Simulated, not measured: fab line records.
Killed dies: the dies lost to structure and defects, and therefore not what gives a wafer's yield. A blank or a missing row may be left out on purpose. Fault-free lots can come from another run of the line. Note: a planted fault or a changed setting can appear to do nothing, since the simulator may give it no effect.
Split-lot experiment ; flow n5 finfet ; 39 wafers read across 7 lots, on a route 1938 steps long

== ABOUT THE SPLIT ==
At N5_MOL_CONTACT_COAG_ETCH_110 (etches Si in CF4/O2, target depth 2.5 nm, time 8 s), the setting source w was moved away from the recipe's 200 W on 12 of the 39 wafers read, by -13.7% to +9.5%. All remaining wafers had this setting at the recipe value.

The split's own step is where the reading is taken.

== THE READING ==
rf vpp V, in V, at N5_MOL_CONTACT_COAG_ETCH_110 (etches Si in CF4/O2, target depth 2.5 nm, time 8 s). On this fab line, fault-free wafers typically give 126.7 V with a standard deviation of 1.3 V.

wafer;tool, chamber at the split;source w as run, W;against the recipe;rf vpp V, V;against lot-mates on the recipe
L075.1;rie diel-05, 2;200;recipe;124.7;-
L075.3;rie diel-05, 1;200;recipe;125.4;-
L075.6;rie diel-05, 1;200;recipe;128.3;-
L079.1;rie diel-06, 0;200;recipe;128.2;-
L079.2;rie diel-06, 2;200;recipe;124.9;-
L079.3;rie diel-06, 3;200;recipe;127.8;-
L079.4;rie diel-06, 1;219;+9.5%;118.0;-9.0
L079.5;rie diel-06, 3;219;+9.5%;121.6;-5.4
L079.6;rie diel-06, 2;219;+9.5%;118.5;-8.5
L088.1;rie diel-06, 2;172.7;-13.7%;139.3;+13.1
L088.2;rie diel-06, 1;172.7;-13.7%;138.8;+12.6
L088.3;rie diel-06, 0;200;recipe;126.8;-
L088.4;rie diel-06, 3;172.7;-13.7%;140.0;+13.8
L088.5;rie diel-06, 2;200;recipe;125.3;-
L088.6;rie diel-06, 1;200;recipe;126.6;-
L090.1;rie diel-06, 3;200;recipe;126.6;-
L090.2;rie diel-06, 0;200;recipe;127.8;-
L090.3;rie diel-06, 1;200;recipe;125.0;-
L090.4;rie diel-06, 2;200;recipe;126.3;-
L090.5;rie diel-06, 0;200;recipe;127.5;-
L090.6;rie diel-06, 1;200;recipe;125.5;-
L091.1;rie diel-06, 1;216.1;+8.1%;120.2;-6.3
L091.2;rie diel-06, 0;200;recipe;126.7;-
L091.3;rie diel-06, 2;200;recipe;125.8;-
L091.4;rie diel-06, 3;216.1;+8.1%;123.2;-3.3
L091.5;rie diel-06, 3;216.1;+8.1%;122.4;-4.1
L091.6;rie diel-06, 2;200;recipe;126.9;-
L096.1;rie diel-01, 0;200;recipe;124.0;-
L096.2;rie diel-01, 3;200;recipe;127.4;-
L096.3;rie diel-01, 1;200;recipe;128.1;-
L096.4;rie diel-01, 2;200;recipe;125.8;-
L096.5;rie diel-01, 3;200;recipe;126.3;-
L096.6;rie diel-01, 0;200;recipe;126.3;-
L097.1;rie diel-06, 2;200;recipe;127.1;-
L097.2;rie diel-06, 1;185.4;-7.3%;132.6;+5.4
L097.3;rie diel-06, 0;185.4;-7.3%;135.1;+7.9
L097.4;rie diel-06, 0;200;recipe;127.4;-
L097.5;rie diel-06, 1;200;recipe;127.2;-
L097.6;rie diel-06, 2;185.4;-7.3%;131.2;+4.0

FIT RESULTS
A straight line over all 39 wafers: rf vpp V changes by -0.826 V for each +1% of source w; r = -0.96; the points scatter about the line by 1.4 V.
The same after taking each lot's own level away (the mean of its wafers on the recipe; 39 wafers): -0.833 V for each +1%; r = -0.96; scatter 1.4 V.
On that fit, the largest move of source w shifts the reading by 11 V.
The lots' own levels span 126.13 to 127.23 V, that is 0.8 times the standard deviation above.
Consequently the slope shifts little with the lot-to-lot level, the two slopes agreeing.
Check: with one of the wafers moved furthest among these (-13.7%) left out of the fit, the line predicts +11.4 V for it against its lot-mates. Against them it came out at +13.1 V.
Tool readings at the split's step, against how far the setting was moved: rf vpp V r = -0.96.

== THE WHOLE CHAIN: every reading that the file lists as answering this split, in the file's order ==
step;what it does;reading;change (the file's fit);r (the file's)
N5_MOL_CONTACT_COAG_ETCH_110;etches Si in CF4/O2, target depth 2.5 nm, time 8 s;rf vpp V;-0.837 V for each +1% of the setting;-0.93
N5_MOL_CONTACT_COAG_ETCH_110;etches Si in CF4/O2, target depth 2.5 nm, time 8 s;etch.depth nm (the simulator's own value, which no gauge read);+0.0215 nm for each +1% of the setting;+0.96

== FILE'S OWN FIT ==
rf vpp V changes by -0.837 V for each +1% of source w, r = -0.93.
